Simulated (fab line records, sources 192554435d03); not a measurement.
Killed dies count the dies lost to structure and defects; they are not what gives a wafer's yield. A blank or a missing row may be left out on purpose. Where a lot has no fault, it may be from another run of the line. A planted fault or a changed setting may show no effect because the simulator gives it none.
The tool behind it: which one? / flow n5 finfet / 11 lots, 31 wafers sampled, at 4 steps of a route of 1938

== WHAT EACH GAUGE READ, for each wafer ==
N5_BEOL_M6_CD_MEAS_35: target cd 40 nm, target cd y 28 nm.
lot=L763; measured=day 9 07:55; on=cd sem-02; cd nm (nm)=40.6 40.2 40.1
lot=L765; measured=day 9 14:38; on=cd sem-01; cd nm (nm)=40.4 39.9 39.3
lot=L768; measured=day 10 10:37; on=cd sem-01; cd nm (nm)=39.7 40.4 40.3
lot=L769; measured=day 10 16:17; on=cd sem-01; cd nm (nm)=39.9 40.0 40.2
lot=L770; measured=day 11 03:32; on=cd sem-03; cd nm (nm)=39.6 39.9 39.9
lot=L771; measured=day 11 08:03; on=cd sem-01; cd nm (nm)=39.7 39.9 39.2
lot=L773; measured=day 11 14:39; on=cd sem-03; cd nm (nm)=40.3 39.9 39.5
lot=L772; measured=day 11 14:53; on=cd sem-02; cd nm (nm)=40.0 39.9 39.5
lot=L778; measured=day 13 00:28; on=cd sem-01; cd nm (nm)=39.1 39.6
lot=L777; measured=day 13 07:16; on=cd sem-02; cd nm (nm)=40.1 39.6
lot=L783; measured=day 14 02:07; on=cd sem-01; cd nm (nm)=39.8 39.5 39.1

N5_BEOL_M7_THK_MEAS_01.
lot=L763; measured=day 9 11:12; on=film metro-02; M7_ILD_THK (nm)=153.3 152.8 155.9
lot=L765; measured=day 9 17:26; on=film metro-01; M7_ILD_THK (nm)=154.0 153.6 152.8
lot=L768; measured=day 10 14:54; on=film metro-02; M7_ILD_THK (nm)=156.2 154.9 157.1
lot=L769; measured=day 10 18:59; on=film metro-01; M7_ILD_THK (nm)=152.1 155.4 155.9
lot=L770; measured=day 11 09:22; on=film metro-01; M7_ILD_THK (nm)=153.5 150.7 155.6
lot=L771; measured=day 11 11:00; on=film metro-02; M7_ILD_THK (nm)=154.9 153.7 156.0
lot=L773; measured=day 11 17:58; on=film metro-02; M7_ILD_THK (nm)=151.6 154.1 154.7
lot=L772; measured=day 11 18:19; on=film metro-01; M7_ILD_THK (nm)=153.4 154.8 156.2
lot=L778; measured=day 13 05:00; on=film metro-01; M7_ILD_THK (nm)=122.9 157.4
lot=L777; measured=day 13 10:56; on=film metro-01; M7_ILD_THK (nm)=155.3 122.4
lot=L783; measured=day 14 05:35; on=film metro-01; M7_ILD_THK (nm)=155.9 122.8 157.9

== WHAT TOOL EACH LOT RAN ON (gives the tool, then ch and the chambers of the sampled wafers, and finally the start) ==
lot=L763; N5_BEOL_M6_STRIP_80=rie diel-01 ch 1,2,3, day 9 07:55 or earlier; N5_BEOL_M7_ILD_DEP_00=pecvd-01 ch 1,2, day 9 10:38
lot=L765; N5_BEOL_M6_STRIP_80=rie diel-06 ch 0,2,3, day 9 14:38 or earlier; N5_BEOL_M7_ILD_DEP_00=pecvd-03 ch 0,1,2, day 9 16:52
lot=L768; N5_BEOL_M6_STRIP_80=rie diel-06 ch 0,1,3, day 10 10:37 or earlier; N5_BEOL_M7_ILD_DEP_00=pecvd-03 ch 0,1,2, day 10 14:19
lot=L769; N5_BEOL_M6_STRIP_80=rie diel-06 ch 0,2,3, day 10 16:17 or earlier; N5_BEOL_M7_ILD_DEP_00=pecvd-01 ch 0,1, day 10 18:23
lot=L770; N5_BEOL_M6_STRIP_80=rie diel-06 ch 2,3, day 11 03:32 or earlier; N5_BEOL_M7_ILD_DEP_00=pecvd-04 ch 0,2, day 11 08:05
lot=L771; N5_BEOL_M6_STRIP_80=rie diel-01 ch 0,3, day 11 08:03 or earlier; N5_BEOL_M7_ILD_DEP_00=pecvd-04 ch 0,1,2, day 11 10:25
lot=L773; N5_BEOL_M6_STRIP_80=rie diel-04 ch 2,3, day 11 14:39 or earlier; N5_BEOL_M7_ILD_DEP_00=pecvd-01 ch 0,1,2, day 11 17:21
lot=L772; N5_BEOL_M6_STRIP_80=rie diel-01 ch 0,3, day 11 14:53 or earlier; N5_BEOL_M7_ILD_DEP_00=pecvd-01 ch 1,2, day 11 17:44
lot=L778; N5_BEOL_M6_STRIP_80=rie diel-01 ch 1,2, day 13 00:28 or earlier; N5_BEOL_M7_ILD_DEP_00=pecvd-01 ch 1,2, day 13 04:13
lot=L777; N5_BEOL_M6_STRIP_80=rie diel-04 ch 2,3, day 13 07:16 or earlier; N5_BEOL_M7_ILD_DEP_00=pecvd-01 ch 0, day 13 10:22
lot=L783; N5_BEOL_M6_STRIP_80=rie diel-01 ch 0,2,3, day 14 02:07 or earlier; N5_BEOL_M7_ILD_DEP_00=pecvd-01 ch 0,2, day 14 04:31
- N5_BEOL_M6_STRIP_80: strips in N2/H2, time 10 s.
- N5_BEOL_M7_ILD_DEP_00: deposits SiCOH lowk from DEMS/porogen, target thk 179.75 nm, time 33.4 s.

== WHAT THE TOOLS THEMSELVES READ (means of the sampled wafers that have a number; where no wafer has one, the mark that the record gives instead) ==
N5_BEOL_M6_STRIP_80.
lot=L763; tool=rie diel-01; drypump motor current A (A)=5.4; oes product au (a.u.)=0.84; rf vpp V (V)=58.9; showerhead plenum p Torr (Torr)=2.53; throttle valve pct (%)=23.47
lot=L765; tool=rie diel-06; drypump motor current A (A)=5.9; oes product au (a.u.)=0.80; rf vpp V (V)=59.1; showerhead plenum p Torr (Torr)=2.59; throttle valve pct (%)=23.55
lot=L768; tool=rie diel-06; drypump motor current A (A)=5.9; oes product au (a.u.)=0.72; rf vpp V (V)=60.0; showerhead plenum p Torr (Torr)=2.59; throttle valve pct (%)=23.65
lot=L769; tool=rie diel-06; drypump motor current A (A)=5.9; oes product au (a.u.)=0.79; rf vpp V (V)=59.4; showerhead plenum p Torr (Torr)=2.59; throttle valve pct (%)=23.56
lot=L770; tool=rie diel-06; drypump motor current A (A)=6.4; oes product au (a.u.)=0.79; rf vpp V (V)=58.7; showerhead plenum p Torr (Torr)=2.58; throttle valve pct (%)=23.49
lot=L771; tool=rie diel-01; drypump motor current A (A)=5.7; oes product au (a.u.)=0.87; rf vpp V (V)=59.2; showerhead plenum p Torr (Torr)=2.59; throttle valve pct (%)=23.65
lot=L773; tool=rie diel-04; drypump motor current A (A)=6.2; oes product au (a.u.)=0.82; rf vpp V (V)=59.5; showerhead plenum p Torr (Torr)=2.60; throttle valve pct (%)=23.67
lot=L772; tool=rie diel-01; drypump motor current A (A)=5.5; oes product au (a.u.)=0.88; rf vpp V (V)=59.0; showerhead plenum p Torr (Torr)=2.59; throttle valve pct (%)=23.80
lot=L778; tool=rie diel-01; drypump motor current A (A)=5.2; oes product au (a.u.)=0.76; rf vpp V (V)=58.8; showerhead plenum p Torr (Torr)=2.49; throttle valve pct (%)=23.50
lot=L777; tool=rie diel-04; drypump motor current A (A)=6.0; oes product au (a.u.)=0.78; rf vpp V (V)=60.8; showerhead plenum p Torr (Torr)=2.54; throttle valve pct (%)=23.64
lot=L783; tool=rie diel-01; drypump motor current A (A)=5.6; oes product au (a.u.)=0.80; rf vpp V (V)=59.5; showerhead plenum p Torr (Torr)=2.56; throttle valve pct (%)=23.69

N5_BEOL_M7_ILD_DEP_00.
lot=L763; tool=pecvd-01; heater power w (W)=291; showerhead plenum p Torr (Torr)=5.750; throttle valve pct (%)=13.7
lot=L765; tool=pecvd-03; heater power w (W)=381; showerhead plenum p Torr (Torr)=5.741; throttle valve pct (%)=13.5
lot=L768; tool=pecvd-03; heater power w (W)=371; showerhead plenum p Torr (Torr)=5.740; throttle valve pct (%)=13.5
lot=L769; tool=pecvd-01; heater power w (W)=276; showerhead plenum p Torr (Torr)=5.747; throttle valve pct (%)=13.7
lot=L770; tool=pecvd-04; heater power w (W)=259; showerhead plenum p Torr (Torr)=5.745; throttle valve pct (%)=13.2
lot=L771; tool=pecvd-04; heater power w (W)=297; showerhead plenum p Torr (Torr)=5.753; throttle valve pct (%)=13.5
lot=L773; tool=pecvd-01; heater power w (W)=302; showerhead plenum p Torr (Torr)=5.752; throttle valve pct (%)=13.6
lot=L772; tool=pecvd-01; heater power w (W)=307; showerhead plenum p Torr (Torr)=5.747; throttle valve pct (%)=13.7
lot=L778; tool=pecvd-01; heater power w (W)=307; showerhead plenum p Torr (Torr)=5.751; throttle valve pct (%)=13.7
lot=L777; tool=pecvd-01; heater power w (W)=286; showerhead plenum p Torr (Torr)=5.738; throttle valve pct (%)=13.4
lot=L783; tool=pecvd-01; heater power w (W)=315; showerhead plenum p Torr (Torr)=5.753; throttle valve pct (%)=13.6

== THE ANSWER, worked out from the rows above alone ==
Rule: the usual values come from the lots themselves. Put in order of their means at a reading, lots are off if they are a third of the lots or fewer, leave a main group of 4 or more, and stand apart from it by a gap of 3 or more times the standard deviation of the main group's means; of several such gaps the widest counts. A main group whose means are all the same, to the digits that the tables above print for the reading, isn't used. Also off: a lot with no number at a reading for which 4 or more lots have one. The other lots that the step has rows for count as sound. First the gauges in route order, then the tools' own readings, where a lot's mean is used as printed above. At the first step where some lot is off, the reading lying furthest off is the one used; lots without a number count as furthest.
Off: at N5_BEOL_M7_THK_MEAS_01 (M7_ILD_THK), L778, L777, L783. The main group: mean 154.3 nm, standard deviation 0.89.
A tool fits if, at a process step before that reading, it ran every lot that is off, and no sound lot after the first of them. Gauges at N5_BEOL_M7_THK_MEAS_01: tried the same way as those tools. N5_BEOL_M6_STRIP_80 gives no start for some lots, so the hours and the order of its lots are those of N5_BEOL_M6_CD_MEAS_35. 2 tools fit, pecvd-01 at N5_BEOL_M7_ILD_DEP_00 and film metro-01 at N5_BEOL_M7_THK_MEAS_01, so this cannot tell which one it is.

== WHAT WAS PUT IN BY THE SIMULATOR ==
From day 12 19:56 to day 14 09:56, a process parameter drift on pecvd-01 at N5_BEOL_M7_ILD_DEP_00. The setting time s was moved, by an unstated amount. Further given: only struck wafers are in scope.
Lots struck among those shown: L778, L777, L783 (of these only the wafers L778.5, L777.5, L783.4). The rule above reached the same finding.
